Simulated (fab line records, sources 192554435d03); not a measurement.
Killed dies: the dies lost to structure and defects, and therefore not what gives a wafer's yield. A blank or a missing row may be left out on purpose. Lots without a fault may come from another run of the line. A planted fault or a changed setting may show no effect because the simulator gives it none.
Which tool was responsible?    flow n5 finfet    9 lots with 24 wafers sampled at 6 steps, on a route of 1938 steps

== WHAT THE GAUGES READ, wafer by wafer ==
N5_HKMG_FIN_INSPECT_14: inspects for defects (macro). Usual: 2.1 for raw defect count, sd 1.4.
lot   measured     on                 raw defect count  flag
L775  day 4 16:42  defect inspect-02  2 0 3             
L777  day 5 02:49  defect inspect-01  0 1 2             
L779  day 5 15:49  defect inspect-01  279 3             OFF
L780  day 6 00:34  defect inspect-01  293 2             OFF
L781  day 6 04:09  defect inspect-01  2 296             OFF
L782  day 6 11:33  defect inspect-02  1 2 3             
L785  day 7 06:36  defect inspect-02  0 2 0             
L790  day 8 10:29  defect inspect-02  1 2 2             
L793  day 9 03:04  defect inspect-02  0 3 3             

N5_BEOL_M4_RC_MEAS_101. Usual: DIBL_N 36.3 mV/V, standard deviation 1.7; DIBL_P 36.3 mV/V, standard deviation 2.2; IOFF_N 0.16 nA/um, standard deviation 0.034; IOFF_P 0.21 nA/um, standard deviation 0.038; ION_N 673 uA/um, standard deviation 13; ION_P 461 uA/um, standard deviation 8.3; SS_N 71.5 mV/dec, standard deviation 0.55; SS_P 73.3 mV/dec, standard deviation 0.67; VT_N 250 mV, standard deviation 3.4; VT_P -251 mV, standard deviation 3.5.
lot   measured      on         DIBL_N (mV/V)   DIBL_P (mV/V)   IOFF_N (nA/um)  IOFF_P (nA/um)  ION_N (uA/um)  ION_P (uA/um)  SS_N (mV/dec)   SS_P (mV/dec)   VT_N (mV)    VT_P (mV)       flag
L775  day 8 09:55   prober-01  35.3 33.9 35.4  34.0 32.8 35.6  0.15 0.12 0.15  0.18 0.17 0.21  665 644 660    454 446 456    70.9 70.8 71.4  73.4 73.3 73.8  249 253 253  -251 -253 -249  
L777  day 9 01:31   prober-01  37.5 35.6 39.1  39.8 37.9 42.1  0.24 0.21 0.29  0.25 0.21 0.29  685 682 690    460 458 464    72.3 71.8 73.6  73.0 72.4 74.3  243 245 239  -250 -249 -245  
L779  day 9 16:16   prober-02  35.2 34.3       35.5 34.4       0.16 0.14       0.21 0.19       673 659        459 455        70.9 71.2       73.5 71.9       247 251      -252 -253       
L780  day 9 19:09   prober-02  36.0 37.5       35.6 37.1       0.16 0.20       0.21 0.24       667 686        458 462        71.7 71.5       72.8 72.8       248 245      -249 -249       
L781  day 9 18:35   prober-01  37.0 37.0       39.3 39.2       0.16 0.16       0.25 0.23       656 679        464 465        71.9 72.1       73.5 73.6       251 251      -247 -251       
L782  day 9 21:37   prober-01  39.5 35.5 36.1  39.5 35.5 35.8  0.22 0.15 0.15  0.33 0.23 0.22  698 680 677    484 472 468    72.3 71.4 72.1  74.4 73.7 73.2  248 248 253  -241 -245 -247  
L785  day 11 02:34  prober-02  39.9 36.0 35.6  40.9 37.5 36.3  0.24 0.17 0.16  0.29 0.23 0.21  703 685 681    474 474 461    72.0 71.5 71.8  73.6 73.0 72.6  242 248 247  -246 -247 -250  
L790  day 12 04:41  prober-02  37.7 36.5 36.4  36.8 34.2 34.9  0.17 0.15 0.14  0.17 0.15 0.15  680 668 674    453 450 454    71.8 71.5 70.8  73.3 73.3 72.7  248 253 250  -259 -258 -259  
L793  day 12 23:26  prober-02  39.4 35.8 37.2  39.6 34.8 37.5  0.22 0.13 0.18  0.27 0.18 0.23  699 669 688    475 462 471    71.7 71.5 71.2  73.7 72.2 74.1  244 255 248  -247 -251 -250  

== WHICH TOOL RAN EACH LOT (tool, then ch and the chambers of the sampled wafers, then the start) ==
lot   N5_HKMG_FIN_ALD_79                  N5_HKMG_FIN_PWFM_ALD_03             N5_HKMG_FIN_ETCH_31                N5_HKMG_FIN_ETCH_32
L775  ald metal-04 ch 0,1,3, day 4 14:43  ald metal-03 ch 0,1,2, day 4 15:56  rie diel-05 ch 1,2,3, day 4 16:46  rie diel-05 ch 1,2,3, day 4 16:50
L777  ald metal-04 ch 2,3, day 5 00:52    ald metal-03 ch 1,2,3, day 5 02:04  rie diel-05 ch 1,2, day 5 02:55    rie diel-05 ch 1,2, day 5 02:58
L779  ald metal-04 ch 0,2, day 5 13:51    ald metal-01 ch 0,2, day 5 14:56    rie diel-03 ch 2,3, day 5 15:53    rie diel-03 ch 2,3, day 5 15:56
L780  ald metal-04 ch 0,1, day 5 22:43    ald metal-04 ch 2,3, day 5 23:47    rie diel-05 ch 2,3, day 6 00:44    rie diel-05 ch 2,3, day 6 00:47
L781  ald metal-04 ch 0,1, day 6 01:55    ald metal-01 ch 1,3, day 6 03:16    rie diel-05 ch 2,3, day 6 04:19    rie diel-05 ch 2,3, day 6 04:22
L782  ald metal-01 ch 0,1,3, day 6 09:30  ald metal-04 ch 1,2,3, day 6 10:39  rie diel-04 ch 2,3, day 6 11:37    rie diel-04 ch 2,3, day 6 11:40
L785  ald metal-01 ch 1,2, day 7 04:32    ald metal-01 ch 0,3, day 7 05:42    rie diel-04 ch 0,2,3, day 7 06:40  rie diel-04 ch 0,2,3, day 7 06:43
L790  ald metal-01 ch 0,3, day 8 08:31    ald metal-01 ch 1,2, day 8 09:35    rie diel-03 ch 0,1,3, day 8 10:43  rie diel-03 ch 0,1,3, day 8 10:46
L793  ald metal-01 ch 0,1,3, day 9 01:05  ald metal-03 ch 1,2, day 9 02:10    rie diel-05 ch 0,1, day 9 03:08    rie diel-05 ch 0,1, day 9 03:11
- N5_HKMG_FIN_ALD_79: deposits TiN, target thk 1.5 nm, pulse time 1 s, purge time 3 s.
- N5_HKMG_FIN_PWFM_ALD_03: deposits TiN, target thk 2 nm, pulse time 1 s, purge time 3 s.
- N5_HKMG_FIN_ETCH_31: etches SiARC in CF4, target depth 45.5 nm, time 75.8 s.
- N5_HKMG_FIN_ETCH_32: etches SOC in N2/H2, target depth 240 nm, time 300 s.

== WHAT THE TOOLS THEMSELVES READ (means of the sampled wafers that have a number; where no wafer has one, the mark that the record gives instead) ==
N5_HKMG_FIN_ALD_79. Usual: heater power w 868 W, standard deviation 66; precursor pulse height rel 1.001, standard deviation 0.021.
lot   tool          heater power w (W)  precursor pulse height rel  flag
L775  ald metal-04  835                 1.000                       
L777  ald metal-04  921                 0.993                       
L779  ald metal-04  852                 0.990                       
L780  ald metal-04  826                 0.994                       
L781  ald metal-04  808                 1.004                       
L782  ald metal-01  897                 1.010                       
L785  ald metal-01  907                 0.989                       
L790  ald metal-01  908                 0.978                       
L793  ald metal-01  886                 0.977                       

N5_HKMG_FIN_PWFM_ALD_03. Usual: heater power w 858 W, standard deviation 73; precursor pulse height rel 1.000, standard deviation 0.02.
lot   tool          heater power w (W)  precursor pulse height rel  flag
L775  ald metal-03  836                 0.999                       
L777  ald metal-03  767                 1.013                       
L779  ald metal-01  906                 1.004                       
L780  ald metal-04  914                 0.996                       
L781  ald metal-01  897                 1.004                       
L782  ald metal-04  912                 1.000                       
L785  ald metal-01  887                 1.021                       
L790  ald metal-01  913                 0.991                       
L793  ald metal-03  789                 0.991                       

N5_HKMG_FIN_ETCH_31. Usual: drypump motor current A 5.7 A, standard deviation 0.43; etch rf on time s 75.4 s, standard deviation 2.1; oes product au 0.69 a.u., standard deviation 0.078; rf vpp V 184.0 V, standard deviation 1.1; showerhead plenum p Torr 2.14 Torr, standard deviation 0.058; throttle valve pct 15.52 %, standard deviation 0.26.
lot   tool         drypump motor current A (A)  etch rf on time s (s)  oes product au (a.u.)  rf vpp V (V)  showerhead plenum p Torr (Torr)  throttle valve pct (%)  flag
L775  rie diel-05  5.6                          77.9                   0.63                   184.6         2.14                             15.65                   
L777  rie diel-05  5.6                          78.3                   0.61                   182.7         2.10                             15.75                   
L779  rie diel-03  6.4                          74.7                   0.69                   183.8         2.12                             15.53                   
L780  rie diel-05  5.4                          75.5                   0.66                   183.8         2.15                             15.50                   
L781  rie diel-05  5.4                          76.0                   0.66                   183.1         2.15                             15.50                   
L782  rie diel-04  5.9                          76.5                   0.59                   183.2         2.09                             15.71                   
L785  rie diel-04  5.8                          75.9                   0.67                   184.0         2.11                             15.71                   
L790  rie diel-03  5.7                          74.3                   0.66                   184.1         2.11                             15.65                   
L793  rie diel-05  5.6                          77.1                   0.73                   184.1         2.15                             15.27                   

N5_HKMG_FIN_ETCH_32. Usual: drypump motor current A 5.8 A, standard deviation 0.43; oes product au 0.81 a.u., standard deviation 0.091; rf vpp V 523.8 V, standard deviation 2.3; showerhead plenum p Torr 2.54 Torr, standard deviation 0.075; throttle valve pct 17.72 %, standard deviation 0.26.
lot   tool         drypump motor current A (A)  oes product au (a.u.)  rf vpp V (V)  showerhead plenum p Torr (Torr)  throttle valve pct (%)  flag
L775  rie diel-05  5.5                          0.74                   524.3         2.54                             17.76                   
L777  rie diel-05  5.6                          0.72                   521.9         2.49                             17.84                   
L779  rie diel-03  6.4                          0.80                   523.2         2.50                             17.80                   
L780  rie diel-05  5.4                          0.78                   524.4         2.55                             17.65                   
L781  rie diel-05  5.4                          0.78                   524.4         2.55                             17.63                   
L782  rie diel-04  5.9                          0.68                   522.6         2.48                             17.88                   
L785  rie diel-04  5.9                          0.78                   522.3         2.50                             17.92                   
L790  rie diel-03  5.8                          0.77                   522.0         2.50                             17.87                   
L793  rie diel-05  5.6                          0.86                   522.7         2.55                             17.43                   

== THE ANSWER, worked out from the rows above alone ==
Rule: a lot counts as off when the mean over its wafers that have a number is more than 3 standard deviations away from the usual mean. Also off: a lot with no number at a reading for which 4 or more lots have one. Where the step has rows for the other lots, those lots are counted as sound. First the gauges in route order, then the tools' own readings, where a lot's mean is used as printed above. At the first step where some lot is off, the reading lying furthest off is the one used; lots without a number count as furthest.
Off at N5_HKMG_FIN_INSPECT_14 (raw defect count): L779, L780, L781.
A tool fits if, at a process step before that reading, it ran every lot that is off, and no sound lot after the first of them. Those tools and the gauges at N5_HKMG_FIN_INSPECT_14 are tried in the same way. Undecided on this evidence; 2 tools fit (ald metal-04 at N5_HKMG_FIN_ALD_79, defect inspect-01 at N5_HKMG_FIN_INSPECT_14).

== WHAT HAD BEEN PUT IN BY THE SIMULATOR ==
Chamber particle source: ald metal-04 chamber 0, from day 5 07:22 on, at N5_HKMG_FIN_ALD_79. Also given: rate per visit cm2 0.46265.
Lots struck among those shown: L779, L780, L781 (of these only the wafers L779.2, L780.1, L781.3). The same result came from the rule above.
